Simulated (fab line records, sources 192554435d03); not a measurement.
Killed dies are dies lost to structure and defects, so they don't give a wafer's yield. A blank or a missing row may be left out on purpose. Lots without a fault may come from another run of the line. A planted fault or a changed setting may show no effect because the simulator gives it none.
Split-lot experiment | flow n5_finfet | 7 lots, 21 wafers read, on a route of 1938 steps

THE SPLIT
At N5_BEOL_M14_SPUTTER_43 (material TaN, target thk 15 nm, time 24.19 s), the setting power_w was moved away from the recipe's 15000 W on 10 of the 21 wafers read, by -12.9% to +15.7%. The other wafers ran this setting at the recipe's value.

The reading is taken at the split's own step.

THE READING
TaN_of_BEOL_M14_SPUTTER_43.thk_nm (the simulator's own value, which no gauge read), in nm, at N5_BEOL_M14_SPUTTER_43 (material TaN, target thk 15 nm, time 24.19 s). The file gives no usual value for it. The 11 wafers here that ran the recipe average 14.9 nm, standard deviation 0.21 nm.

wafer  | tool, chamber at the split | power_w as run, W | against the recipe | TaN_of_BEOL_M14_SPUTTER_43.thk_nm, nm | against lot-mates on the recipe
L078.1 | pvd_sputter-02, -          | 15000             | recipe             | 15                                    | -
L078.2 | pvd_sputter-02, -          | 16060             | +7.1%              | 16.2                                  | +1.1
L078.4 | pvd_sputter-02, -          | 15000             | recipe             | 15.2                                  | -
L082.1 | pvd_sputter-03, -          | 13100             | -12.7%             | 12.8                                  | -1.8
L082.5 | pvd_sputter-03, -          | 13100             | -12.7%             | 12.8                                  | -1.8
L082.2 | pvd_sputter-03, -          | 15000             | recipe             | 14.6                                  | -
L084.2 | pvd_sputter-03, -          | 15000             | recipe             | 15                                    | -
L084.3 | pvd_sputter-03, -          | 17060             | +13.7%             | 16.6                                  | +1.6
L084.6 | pvd_sputter-03, -          | 17060             | +13.7%             | 16.4                                  | +1.4
L089.2 | pvd_sputter-03, -          | 15000             | recipe             | 14.8                                  | -
L089.4 | pvd_sputter-03, -          | 17350             | +15.7%             | 17.4                                  | +2.6
L089.6 | pvd_sputter-03, -          | 17350             | +15.7%             | 16.8                                  | +2.0
L091.3 | pvd_sputter-03, -          | 14040             | -6.4%              | 13.8                                  | -0.9
L091.5 | pvd_sputter-03, -          | 15000             | recipe             | 14.4                                  | -
L091.6 | pvd_sputter-03, -          | 15000             | recipe             | 15                                    | -
L094.1 | pvd_sputter-03, -          | 15000             | recipe             | 14.8                                  | -
L094.4 | pvd_sputter-03, -          | 15000             | recipe             | 14.8                                  | -
L094.5 | pvd_sputter-03, -          | 15000             | recipe             | 15                                    | -
L095.3 | pvd_sputter-02, -          | 13060             | -12.9%             | 13.2                                  | -1.8
L095.4 | pvd_sputter-02, -          | 15000             | recipe             | 15                                    | -
L095.5 | pvd_sputter-02, -          | 13060             | -12.9%             | 12.6                                  | -2.4

THE FIT
A straight line over all 21 wafers: TaN_of_BEOL_M14_SPUTTER_43.thk_nm changes by +0.145 nm for each +1% of power_w; r = +0.98; the points scatter about the line by 0.26 nm.
The same after taking each lot's own level away (the mean of its wafers on the recipe; 21 wafers): +0.141 nm for each +1%; r = +0.98; scatter 0.24 nm.
On that fit, the largest move of power_w shifts the reading by 2.2 nm.
The lots' own levels span 14.60 to 15.10 nm, that is 2.3 times the standard deviation above.
So the lot-to-lot level changes the slope little: the two slopes agree.
Check: with one of the wafers moved furthest among these (+15.7%) left out of the fit, the line predicts +2.04 nm for it against its lot-mates. It came out at +2.6 nm against them.

OTHER SPLITS ON THESE WAFERS
These wafers also went through other splits before the reading. Each is held against what the fit with the lots' levels taken away leaves over:
other split on the same wafers | wafers away from the commonest value | r with TaN_of_BEOL_M14_SPUTTER_43.thk_nm (lot level and that fit taken away)
N5_BEOL_M13_EXPOSE_07 dose_mj  | 5                                    | -0.29
N5_BEOL_M13_ETCH_59 time_s     | 5                                    | -0.46

THE FILE'S OWN FIT
TaN_of_BEOL_M14_SPUTTER_43.thk_nm changes by +0.141 nm for each +1% of power_w, r = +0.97.
